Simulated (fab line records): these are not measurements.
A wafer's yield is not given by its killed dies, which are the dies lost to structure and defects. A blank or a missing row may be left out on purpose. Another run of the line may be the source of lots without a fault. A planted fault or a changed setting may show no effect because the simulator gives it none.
fab line records + flow nand-harc + part 2 of 2: steps 25 to 35 of 35
[record]
- lots = 5
- wafers = 15
- last-day = 31
route steps=1302 shown A_STAIRCASE@866 A_SGD_CUT@890
lots untouched by any fault: they come from a run of this same line in which no faults occurred
start-h: start of the lot's first displayed wafer, in hours after the record's first day + wait-h: time in hours since the lot's previous step + " as in the row above + L1.1+2: a row that stands for several wafers + - no value, or no start given + * or withheld: withheld + < > ~ a bound
route shown NAME@n: NAME is a module with steps in the file, n the number in the route of the first one + usual: mean/standard deviation of fault-free wafers + same: alike in all rows + chamber/n: place in a boat + sites: readings site by site + _std_site: standard deviation of those values + _edge_site: outer sites' mean less inner sites' + radius-mm: for every site, how far away it sits from the centre of the wafer + mask NAME#n: copy n + behind: the tool/chamber that last shaped the wafer + hold: the reason the lot was held/the length of the hold in hours/how it ended + device: the n, p or np transistor that did not switch + end of line: the same wafers' tests at the end of the route + where a step has no rows: the recipe by itself + killed: the dies lost at the first sort to structure and to defects; this is not the yield of the wafer + map: shows each die of a wafer: x if killed, . if not, _ if none is there
set.NAME: the setting the step ran with; set.NAME@STEP: the setting that earlier step ran with + model.NAME: the simulator's own value behind a step, which no gauge read
lots seen at some steps along the route; tables by step, rows by wafer
services: from which hour (start-h, from the record's first day; less than 0 if before it) a tool's chamber was out of use, for how many hours, and why
[[steps]]
[step NHARC_A_SGD_CUT_COAT_57]
[recipe]
- temp-c = 225
- time-s = 65
[usual]
- heater-power-total-W = 446.6/1.9
[same]
- time-s = 65
| lot.wafer | tool           | chamber | start-h | wait-h | heater-power-total-W |
|-----------|----------------|---------|---------|--------|----------------------|
| L075.2    | litho-track-06 | 0       | -       | -      | 446.6                |
| L075.4    | "              | 0       | "       | "      | 444.6                |
| L075.6    | "              | 0       | "       | "      | 444.1                |
| L083.4    | litho-track-06 | 0       | -       | -      | 446.1                |
| L083.5    | "              | 0       | "       | "      | 449.7                |
| L083.6    | "              | 0       | "       | "      | 445.5                |
| L088.2    | litho-track-04 | 0       | -       | -      | 448.5                |
| L088.3    | "              | 0       | "       | "      | 449.5                |
| L088.6    | "              | 0       | "       | "      | 448.7                |
| L090.1    | litho-track-06 | 0       | -       | -      | 446.7                |
| L090.4    | "              | 0       | "       | "      | 443.9                |
| L090.5    | "              | 0       | "       | "      | 445.6                |
| L093.3    | litho-track-04 | 0       | -       | -      | 449.4                |
| L093.5    | "              | 0       | "       | "      | 449.6                |
| L093.6    | "              | 0       | "       | "      | 444.0                |
[step NHARC_A_SGD_CUT_COAT_03]
[recipe]
- spin-rpm = 1500
- resist-thk-nm = 90
| lot.wafer  | tool           | chamber | start-h | wait-h |
|------------|----------------|---------|---------|--------|
| L075.2+4+6 | litho-track-06 | 0       | -       | -      |
| L083.4+5+6 | litho-track-06 | 0       | -       | -      |
| L088.2+3+6 | litho-track-04 | 0       | -       | -      |
| L090.1+4+5 | litho-track-06 | 0       | -       | -      |
| L093.3+5+6 | litho-track-04 | 0       | -       | -      |
[step NHARC_A_SGD_CUT_SOFTBAKE_04]
[recipe]
- temp-c = 105
- time-s = 55
[usual]
- heater-power-total-W = 188.44/0.13
[same]
- time-s = 55
| lot.wafer | tool           | chamber | start-h | wait-h | heater-power-total-W |
|-----------|----------------|---------|---------|--------|----------------------|
| L075.2    | litho-track-06 | 0       | -       | -      | 188.37               |
| L075.4    | "              | 0       | "       | "      | 188.39               |
| L075.6    | "              | 0       | "       | "      | 188.27               |
| L083.4    | litho-track-06 | 0       | -       | -      | 188.32               |
| L083.5    | "              | 0       | "       | "      | 188.44               |
| L083.6    | "              | 0       | "       | "      | 188.46               |
| L088.2    | litho-track-04 | 0       | -       | -      | 188.36               |
| L088.3    | "              | 0       | "       | "      | 188.66               |
| L088.6    | "              | 0       | "       | "      | 188.42               |
| L090.1    | litho-track-06 | 0       | -       | -      | 188.39               |
| L090.4    | "              | 0       | "       | "      | 188.56               |
| L090.5    | "              | 0       | "       | "      | 188.55               |
| L093.3    | litho-track-04 | 0       | -       | -      | 188.31               |
| L093.5    | "              | 0       | "       | "      | 188.51               |
| L093.6    | "              | 0       | "       | "      | 188.39               |
[step NHARC_A_SGD_CUT_EBR_05]
| lot.wafer  | tool           | chamber | start-h | wait-h |
|------------|----------------|---------|---------|--------|
| L075.2+4+6 | litho-track-06 | 0       | -       | -      |
| L083.4+5+6 | litho-track-06 | 0       | -       | -      |
| L088.2+3+6 | litho-track-04 | 0       | -       | -      |
| L090.1+4+5 | litho-track-06 | 0       | -       | -      |
| L093.3+5+6 | litho-track-04 | 0       | -       | -      |
[step NHARC_A_SGD_CUT_EXPOSE_06]
[recipe]
- na = 1.35
- dose-mj = 85.59
- mask-id = SGD
[usual]
- focus-offset-nm = 0.0/0.49
| lot.wafer | tool            | chamber | start-h | wait-h | mask  | focus-offset-nm |
|-----------|-----------------|---------|---------|--------|-------|-----------------|
| L075.2    | arfi-scanner-02 | 0       | 446.26  | -      | SGD#0 | 0.8             |
| L075.4    | "               | 0       | "       | "      | SGD#0 | 0.7             |
| L075.6    | "               | 0       | "       | "      | SGD#0 | 0.6             |
| L083.4    | arfi-scanner-03 | 0       | 520.07  | -      | SGD#0 | 0.9             |
| L083.5    | "               | 0       | "       | "      | SGD#0 | -0.5            |
| L083.6    | "               | 0       | "       | "      | SGD#0 | 0.2             |
| L088.2    | arfi-scanner-01 | 0       | 575.72  | -      | SGD#0 | 0.2             |
| L088.3    | "               | 0       | "       | "      | SGD#0 | -0.5            |
| L088.6    | "               | 0       | "       | "      | SGD#0 | 0.2             |
| L090.1    | arfi-scanner-03 | 0       | 588.19  | -      | SGD#0 | -0.3            |
| L090.4    | "               | 0       | "       | "      | SGD#0 | 0.0             |
| L090.5    | "               | 0       | "       | "      | SGD#0 | 0.0             |
| L093.3    | arfi-scanner-01 | 0       | 622.86  | -      | SGD#0 | 0.6             |
| L093.5    | "               | 0       | "       | "      | SGD#0 | 0.1             |
| L093.6    | "               | 0       | "       | "      | SGD#0 | 0.2             |
[step NHARC_A_SGD_CUT_PEB_07]
[recipe]
- peb-temp-c = 100
- peb-time-s = 65
[usual]
- heater-power-total-W = 156.7/0.41
| lot.wafer | tool           | chamber | start-h | wait-h | heater-power-total-W |
|-----------|----------------|---------|---------|--------|----------------------|
| L075.2    | litho-track-04 | 0       | 446.32  | 0.1    | 156.2                |
| L075.4    | "              | 0       | "       | "      | 157.1                |
| L075.6    | "              | 0       | "       | "      | 156.9                |
| L083.4    | litho-track-01 | 0       | 520.12  | 0.0    | 157.0                |
| L083.5    | "              | 0       | "       | "      | 157.0                |
| L083.6    | "              | 0       | "       | "      | 157.0                |
| L088.2    | litho-track-04 | 0       | 575.78  | 0.1    | 156.3                |
| L088.3    | "              | 0       | "       | "      | 156.6                |
| L088.6    | "              | 0       | "       | "      | 156.2                |
| L090.1    | litho-track-01 | 0       | 588.25  | 0.1    | 157.1                |
| L090.4    | "              | 0       | "       | "      | 156.7                |
| L090.5    | "              | 0       | "       | "      | 157.1                |
| L093.3    | litho-track-04 | 0       | 622.92  | 0.1    | 156.4                |
| L093.5    | "              | 0       | "       | "      | 157.2                |
| L093.6    | "              | 0       | "       | "      | 157.1                |
[step NHARC_A_SGD_CUT_DEVELOP_08]
[recipe]
- develop-time-s = 35
- dev-temp-c = 23
| lot.wafer  | tool           | chamber | start-h | wait-h |
|------------|----------------|---------|---------|--------|
| L075.2+4+6 | litho-track-04 | 0       | -       | -      |
| L083.4+5+6 | litho-track-01 | 0       | -       | -      |
| L088.2+3+6 | litho-track-04 | 0       | -       | -      |
| L090.1+4+5 | litho-track-01 | 0       | -       | -      |
| L093.3+5+6 | litho-track-04 | 0       | -       | -      |
[step NHARC_A_SGD_CUT_CD_MEAS_09]
[recipe]
- target-cd-nm = 100
- landing-energy-ev = 500
[usual]
- cd-nm = 99.8/0.77
[same]
- landing-energy-ev = 500
| lot.wafer | tool      | chamber | start-h | wait-h | cd-nm |
|-----------|-----------|---------|---------|--------|-------|
| L075.2    | cd-sem-02 | 0       | 446.40  | -      | 100.2 |
| L075.4    | "         | 0       | "       | "      | 100.5 |
| L075.6    | "         | 0       | "       | "      | 100.3 |
| L083.4    | cd-sem-01 | 0       | 520.21  | -      | 99.1  |
| L083.5    | "         | 0       | "       | "      | 99.2  |
| L083.6    | "         | 0       | "       | "      | 99.1  |
| L088.2    | cd-sem-02 | 0       | 575.86  | -      | 99.2  |
| L088.3    | "         | 0       | "       | "      | 100.6 |
| L088.6    | "         | 0       | "       | "      | 99.7  |
| L090.1    | cd-sem-02 | 0       | 588.33  | -      | 100.5 |
| L090.4    | "         | 0       | "       | "      | 99.5  |
| L090.5    | "         | 0       | "       | "      | 99.3  |
| L093.3    | cd-sem-01 | 0       | 623.01  | -      | 100.9 |
| L093.5    | "         | 0       | "       | "      | 100.9 |
| L093.6    | "         | 0       | "       | "      | 100.1 |
[step NHARC_A_SGD_CUT_OVL_MEAS_10]
[usual]
- overlay-x-nm = -0.2/0.84
- overlay-y-nm = 0.5/0.78
| lot.wafer | tool       | chamber | start-h | wait-h | overlay-x-nm | overlay-y-nm |
|-----------|------------|---------|---------|--------|--------------|--------------|
| L075.2    | overlay-01 | -       | 446.48  | -      | -0.2         | 0.5          |
| L075.4    | "          | -       | "       | "      | -0.3         | 0.5          |
| L075.6    | "          | -       | "       | "      | 0.0          | 0.5          |
| L083.4    | overlay-01 | -       | 520.29  | -      | 0.0          | 0.4          |
| L083.5    | "          | -       | "       | "      | 0.0          | 1.0          |
| L083.6    | "          | -       | "       | "      | 0.0          | 0.5          |
| L088.2    | overlay-02 | -       | 575.95  | -      | -0.3         | 0.5          |
| L088.3    | "          | -       | "       | "      | -0.3         | 0.1          |
| L088.6    | "          | -       | "       | "      | 0.3          | 0.4          |
| L090.1    | overlay-02 | -       | 588.42  | -      | 0.7          | 1.0          |
| L090.4    | "          | -       | "       | "      | 0.6          | 0.7          |
| L090.5    | "          | -       | "       | "      | 0.7          | 0.6          |
| L093.3    | overlay-01 | -       | 623.09  | -      | 0.7          | 0.1          |
| L093.5    | "          | -       | "       | "      | 0.6          | 0.3          |
| L093.6    | "          | -       | "       | "      | 0.8          | -0.3         |
[step NHARC_A_SGD_CUT_INSPECT_11]
[usual]
- raw-defect-count = 55/28
| lot.wafer | tool              | chamber | start-h | wait-h | raw-defect-count |
|-----------|-------------------|---------|---------|--------|------------------|
| L075.2    | defect-inspect-02 | -       | 446.52  | 0.0    | 13               |
| L075.4    | "                 | -       | "       | "      | 21               |
| L075.6    | "                 | -       | "       | "      | 18               |
| L083.4    | defect-inspect-02 | -       | 520.32  | 0.0    | 22               |
| L083.5    | "                 | -       | "       | "      | 32               |
| L083.6    | "                 | -       | "       | "      | 17               |
| L088.2    | defect-inspect-02 | -       | 575.99  | 0.0    | 57               |
| L088.3    | "                 | -       | "       | "      | 49               |
| L088.6    | "                 | -       | "       | "      | 66               |
| L090.1    | defect-inspect-01 | -       | 588.46  | 0.0    | 13               |
| L090.4    | "                 | -       | "       | "      | 28               |
| L090.5    | "                 | -       | "       | "      | 21               |
| L093.3    | defect-inspect-01 | -       | 623.13  | 0.0    | 49               |
| L093.5    | "                 | -       | "       | "      | 56               |
| L093.6    | "                 | -       | "       | "      | 53               |
[step NHARC_A_SGD_CUT_DESCUM_14]
[recipe]
- time-s = 3
- o2-flow-sccm = 200
- ar-flow-sccm = 0
- bias-power-w = 0
- chemistry = O2
[usual]
- drypump-motor-current-A = 5.7/0.42
- oes-product-au = 1.000/0.011
- rf-vpp-V = 57.9/0.8
- showerhead-plenum-p-Torr = 1.93/0.047
- throttle-valve-pct = 11.312/0.0086
[same]
- bias-power-w = 0
- time-s = 3
| lot.wafer | tool        | chamber | start-h | wait-h | drypump-motor-current-A | oes-product-au | rf-hours-counter-h | rf-vpp-V | showerhead-plenum-p-Torr | throttle-valve-pct |
|-----------|-------------|---------|---------|--------|-------------------------|----------------|--------------------|----------|--------------------------|--------------------|
| L075.2    | rie-diel-11 | 2       | 446.59  | 0.1    | 6.0                     | 0.983          | 0                  | 58.2     | 1.95                     | 11.299             |
| L075.4    | "           | 3       | "       | "      | 5.5                     | 0.992          | 0                  | 58.2     | 1.96                     | 11.299             |
| L075.6    | "           | 1       | "       | "      | 6.3                     | 1.017          | -                  | 57.9     | 1.91                     | 11.311             |
| L083.4    | rie-diel-02 | 2       | 520.38  | 0.1    | 5.9                     | 0.987          | 9                  | 58.1     | 1.94                     | 11.323             |
| L083.5    | "           | 2       | "       | "      | 5.9                     | 0.984          | -                  | 58.3     | 1.94                     | 11.307             |
| L083.6    | "           | 3       | "       | "      | 5.0                     | 1.009          | -                  | 56.9     | 1.89                     | 11.300             |
| L088.2    | rie-diel-03 | 2       | 576.05  | 0.1    | 6.3                     | 0.995          | 6                  | 57.9     | 1.98                     | 11.310             |
| L088.3    | "           | 0       | "       | "      | 5.3                     | 1.007          | 8                  | 57.9     | 1.91                     | 11.290             |
| L088.6    | "           | 2       | "       | "      | 6.3                     | 1.001          | -                  | 58.2     | 1.98                     | 11.302             |
| L090.4    | rie-diel-03 | 1       | 588.52  | 0.1    | 5.8                     | 1.005          | 8                  | 58.7     | 1.99                     | 11.313             |
| L090.1    | "           | 2       | "       | "      | 6.3                     | 0.996          | 7                  | 57.8     | 1.98                     | 11.302             |
| L090.5    | "           | 1       | "       | "      | 5.9                     | 1.011          | -                  | 59.5     | 1.99                     | 11.298             |
| L093.3    | rie-diel-11 | 0       | 623.19  | 0.1    | 5.3                     | 0.996          | 0                  | 56.3     | 1.85                     | 11.304             |
| L093.6    | "           | 3       | "       | "      | 5.6                     | 1.014          | -                  | 58.3     | 1.96                     | 11.309             |
| L093.5    | "           | 0       | "       | "      | 5.3                     | 0.996          | -                  | 56.5     | 1.85                     | 11.300             |
[[services]]
| tool            | chamber | start-h | hours | kind   |
|-----------------|---------|---------|-------|--------|
| litho-track-07  | -       | 426.00  | 7.0   | pm     |
| plasma-asher-02 | -       | 426.00  | 9.0   | pm     |
| cmp-02          | -       | 428.56  | 4.0   | pm     |
| rie-diel-01     | 1       | 441.49  | 7.4   | repair |
| litho-track-05  | -       | 474.02  | 7.0   | pm     |
| rie-diel-06     | -       | 484.25  | 9.0   | pm     |
| cmp-04          | -       | 487.37  | 0.8   | repair |
| cmp-03          | -       | 494.69  | 4.0   | pm     |
| cmp-04          | -       | 503.00  | 4.0   | pm     |
| litho-track-01  | -       | 505.00  | 7.0   | pm     |
| cmp-03          | -       | 521.19  | 3.1   | repair |
| rie-diel-05     | 2       | 524.64  | 1.5   | repair |
| rie-diel-01     | 3       | 528.71  | 7.8   | repair |
| wet-bench-09    | -       | 528.80  | 8.0   | pm     |
| litho-track-06  | -       | 529.00  | 7.0   | pm     |
| wet-bench-06    | -       | 545.60  | 8.0   | pm     |
| litho-track-04  | -       | 553.00  | 7.0   | pm     |
| rie-diel-01     | -       | 558.26  | 9.0   | pm     |
| wet-bench-04    | -       | 579.37  | 8.0   | pm     |
| rie-diel-05     | -       | 583.68  | 9.0   | pm     |
| cmp-03          | -       | 592.69  | 4.0   | pm     |
| rie-diel-06     | 0       | 595.74  | 4.3   | repair |
| cmp-04          | -       | 601.00  | 4.0   | pm     |
| cmp-03          | -       | 612.47  | 5.0   | repair |
